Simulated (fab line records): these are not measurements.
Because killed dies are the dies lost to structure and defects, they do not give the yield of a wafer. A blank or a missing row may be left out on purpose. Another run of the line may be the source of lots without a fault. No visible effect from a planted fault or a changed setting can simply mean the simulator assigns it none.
Chamber matching + flow n5Finfet + N5_BEOL_M2_STRIP_66 on rieDiel-05 has 4 sister chambers
The step strips in CF4. 8 wafers are shown with their chamber, then 10 later ones without.

## WAFERS, EACH WITH ITS CHAMBER
| wafer  | chamber | showerheadPlenumPTorr (Torr) | drypumpMotorCurrentA (A) |
|--------|---------|------------------------------|--------------------------|
| L079.4 | 2       | 1.91                         | 5.2                      |
| L081.4 | 1       | 1.82                         | 5.2                      |
| L085.4 | 1       | 1.82                         | 5.1                      |
| L085.5 | 3       | 1.85                         | 5.6                      |
| L086.4 | 3       | 1.84                         | 5.5                      |
| L088.4 | 2       | 1.91                         | 5.2                      |
| L090.3 | 0       | 1.70                         | 6.4                      |
| L090.4 | 0       | 1.70                         | 6.5                      |

## WAFERS WHOSE CHAMBER IS MISSING
| wafer  | showerheadPlenumPTorr (Torr) | drypumpMotorCurrentA (A) |
|--------|------------------------------|--------------------------|
| L090.6 | 1.91                         | 5.2                      |
| L095.2 | 1.84                         | 5.5                      |
| L095.3 | 1.90                         | 5.2                      |
| L095.4 | 1.82                         | 5.1                      |
| L092.4 | 1.82                         | 5.2                      |
| L092.5 | 1.84                         | 5.5                      |
| L092.6 | 1.70                         | 6.4                      |
| L097.1 | 1.70                         | 6.4                      |
| L097.2 | 1.90                         | 5.2                      |
| L097.3 | 1.84                         | 5.6                      |

## CHAMBER TAKEN BY EACH
| wafer  | from the rows above | in truth |
|--------|---------------------|----------|
| L090.6 | 2                   | 2        |
| L095.2 | 3                   | 3        |
| L095.3 | 2                   | 2        |
| L095.4 | 1                   | 1        |
| L092.4 | 1                   | 1        |
| L092.5 | 3                   | 3        |
| L092.6 | 0                   | 0        |
| L097.1 | 0                   | 0        |
| L097.2 | 2                   | 2        |
| L097.3 | 3                   | 3        |
Correctly placed: 10 of 10. Can't be placed from these rows: 0. Number placed wrongly: 0.
How it was worked out, from the rows above alone: a wafer's distance from a chamber is the root of the sum, over the readings, of the square of ((its reading less the chamber's mean) divided by the reading's scatter). The wafer belongs to the nearest chamber; if the next one is less than 2 further off, it can't be placed. A chamber's mean is the mean of its shown wafers. The scatter: the root of (the sum of the squares of (reading less its chamber's mean) over the shown wafers, divided by (wafers less chambers)).
